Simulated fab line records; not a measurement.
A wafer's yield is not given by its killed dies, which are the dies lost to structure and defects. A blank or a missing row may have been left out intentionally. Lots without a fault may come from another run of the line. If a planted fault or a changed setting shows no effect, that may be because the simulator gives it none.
Which of the tools did it? / flow n5 finfet / Sampling: 11 lots, 33 wafers, 3 of 1938 route steps

WHAT THE GAUGES SHOWED, per wafer
N5_BEOL_M13_CD_MEAS_10: the cd target is 190 nm. Usual: 190.2 nm for cd nm, sd 2.
lot=L611; measured=day 10 15:37; on=cd sem-01; cd nm (nm)=190.1 189.0 190.2; flag=
lot=L614; measured=day 11 06:30; on=cd sem-03; cd nm (nm)=192.1 192.5 194.0; flag=
lot=L618; measured=day 12 18:19; on=cd sem-01; cd nm (nm)=189.1 189.4 190.7; flag=
lot=L619; measured=day 13 02:11; on=cd sem-03; cd nm (nm)=191.4 191.4 191.5; flag=
lot=L622; measured=day 13 20:52; on=cd sem-02; cd nm (nm)=192.2 189.6 192.0; flag=
lot=L621; measured=day 13 23:04; on=cd sem-03; cd nm (nm)=191.9 191.0 192.2; flag=
lot=L623; measured=day 14 02:14; on=cd sem-01; cd nm (nm)=191.0 191.6 188.7; flag=
lot=L625; measured=day 14 08:29; on=cd sem-03; cd nm (nm)=190.0 189.9 189.5; flag=
lot=L627; measured=day 14 16:24; on=cd sem-02; cd nm (nm)=192.1 191.3 192.0; flag=
lot=L631; measured=day 15 15:55; on=cd sem-01; cd nm (nm)=190.3 190.6 190.6; flag=
lot=L633; measured=day 16 16:16; on=cd sem-01; cd nm (nm)=191.6 192.4 194.7; flag=

N5_BEOL_M13_INSPECT_12: inspects for defects (macro). Usual: 2.0 for raw defect count, sd 1.4.
lot=L611; measured=day 10 15:40; on=defect inspect-01; raw defect count=1 2 0; flag=
lot=L614; measured=day 11 06:34; on=defect inspect-01; raw defect count=2 1 6; flag=
lot=L618; measured=day 12 18:22; on=defect inspect-02; raw defect count=1 2 2; flag=
lot=L619; measured=day 13 02:14; on=defect inspect-01; raw defect count=3 0 0; flag=
lot=L622; measured=day 13 20:55; on=defect inspect-02; raw defect count=1 2 3; flag=
lot=L621; measured=day 13 23:07; on=defect inspect-02; raw defect count=3 3 1; flag=
lot=L623; measured=day 14 02:18; on=defect inspect-01; raw defect count=1 0 2; flag=
lot=L625; measured=day 14 08:32; on=defect inspect-01; raw defect count=3 2 2; flag=
lot=L627; measured=day 14 16:28; on=defect inspect-02; raw defect count=2 1 4; flag=
lot=L631; measured=day 15 15:58; on=defect inspect-01; raw defect count=3 2 3; flag=
lot=L633; measured=day 16 16:19; on=defect inspect-02; raw defect count=1 0 4; flag=

TOOL THAT RAN EACH LOT (tool first, then ch and the chambers of the sampled wafers, then the start)
lot=L611; N5_BEOL_M13_ILD_DEP_00=pecvd-03 ch 1,2, day 10 15:02
lot=L614; N5_BEOL_M13_ILD_DEP_00=pecvd-03 ch 0,1, day 11 06:03
lot=L618; N5_BEOL_M13_ILD_DEP_00=pecvd-01 ch 0,1,2, day 12 17:52
lot=L619; N5_BEOL_M13_ILD_DEP_00=pecvd-03 ch 1,2, day 13 01:36
lot=L622; N5_BEOL_M13_ILD_DEP_00=pecvd-04 ch 0,1, day 13 20:17
lot=L621; N5_BEOL_M13_ILD_DEP_00=pecvd-04 ch 0,1,2, day 13 22:37
lot=L623; N5_BEOL_M13_ILD_DEP_00=pecvd-04 ch 1,2, day 14 01:47
lot=L625; N5_BEOL_M13_ILD_DEP_00=pecvd-03 ch 0,1, day 14 07:54
lot=L627; N5_BEOL_M13_ILD_DEP_00=pecvd-03 ch 0,2, day 14 15:49
lot=L631; N5_BEOL_M13_ILD_DEP_00=pecvd-03 ch 0,1,2, day 15 15:27
lot=L633; N5_BEOL_M13_ILD_DEP_00=pecvd-03 ch 0,1,2, day 16 15:40
- N5_BEOL_M13_ILD_DEP_00: deposits SiOC from DEMS/O2, target thk 837.92 nm, time 166.4 s.

WHAT THE TOOLS THEMSELVES READ (means of the sampled wafers that have a number; where no wafer has one, the mark that the record gives instead)
N5_BEOL_M13_ILD_DEP_00. Usual: heater power w 506 W, standard deviation 100; showerhead plenum p Torr 5.696 Torr, standard deviation 0.016; throttle valve pct 12.1 %, standard deviation 0.55.
lot=L611; tool=pecvd-03; heater power w (W)=496; showerhead plenum p Torr (Torr)=5.697; throttle valve pct (%)=12.3; flag=
lot=L614; tool=pecvd-03; heater power w (W)=499; showerhead plenum p Torr (Torr)=5.684; throttle valve pct (%)=12.6; flag=
lot=L618; tool=pecvd-01; heater power w (W)=541; showerhead plenum p Torr (Torr)=5.706; throttle valve pct (%)=11.8; flag=
lot=L619; tool=pecvd-03; heater power w (W)=494; showerhead plenum p Torr (Torr)=5.699; throttle valve pct (%)=12.5; flag=
lot=L622; tool=pecvd-04; heater power w (W)=601; showerhead plenum p Torr (Torr)=5.704; throttle valve pct (%)=12.1; flag=
lot=L621; tool=pecvd-04; heater power w (W)=601; showerhead plenum p Torr (Torr)=5.709; throttle valve pct (%)=11.7; flag=
lot=L623; tool=pecvd-04; heater power w (W)=608; showerhead plenum p Torr (Torr)=5.705; throttle valve pct (%)=11.7; flag=
lot=L625; tool=pecvd-03; heater power w (W)=499; showerhead plenum p Torr (Torr)=5.696; throttle valve pct (%)=12.5; flag=
lot=L627; tool=pecvd-03; heater power w (W)=357; showerhead plenum p Torr (Torr)=5.677; throttle valve pct (%)=12.5; flag=
lot=L631; tool=pecvd-03; heater power w (W)=398; showerhead plenum p Torr (Torr)=5.695; throttle valve pct (%)=12.6; flag=
lot=L633; tool=pecvd-03; heater power w (W)=433; showerhead plenum p Torr (Torr)=5.681; throttle valve pct (%)=12.5; flag=

THE ANSWER, worked out from the rows above alone
Rule: take the mean of a lot's wafers that have a number; if it is more than 3 standard deviations from the usual mean, the lot is off. Also off: a lot with no number at a reading for which 4 or more lots have one. The other lots that the step has rows for count as sound. After the gauges, taken in route order, come the tools' own readings; for these a lot's mean is taken, as printed above. At the first step where some lot is off, the reading lying furthest off is the one used; lots without a number count as furthest.
None of the lots is off at any reading shown; this tells nothing.

WHAT THE SIMULATOR HAD INSERTED
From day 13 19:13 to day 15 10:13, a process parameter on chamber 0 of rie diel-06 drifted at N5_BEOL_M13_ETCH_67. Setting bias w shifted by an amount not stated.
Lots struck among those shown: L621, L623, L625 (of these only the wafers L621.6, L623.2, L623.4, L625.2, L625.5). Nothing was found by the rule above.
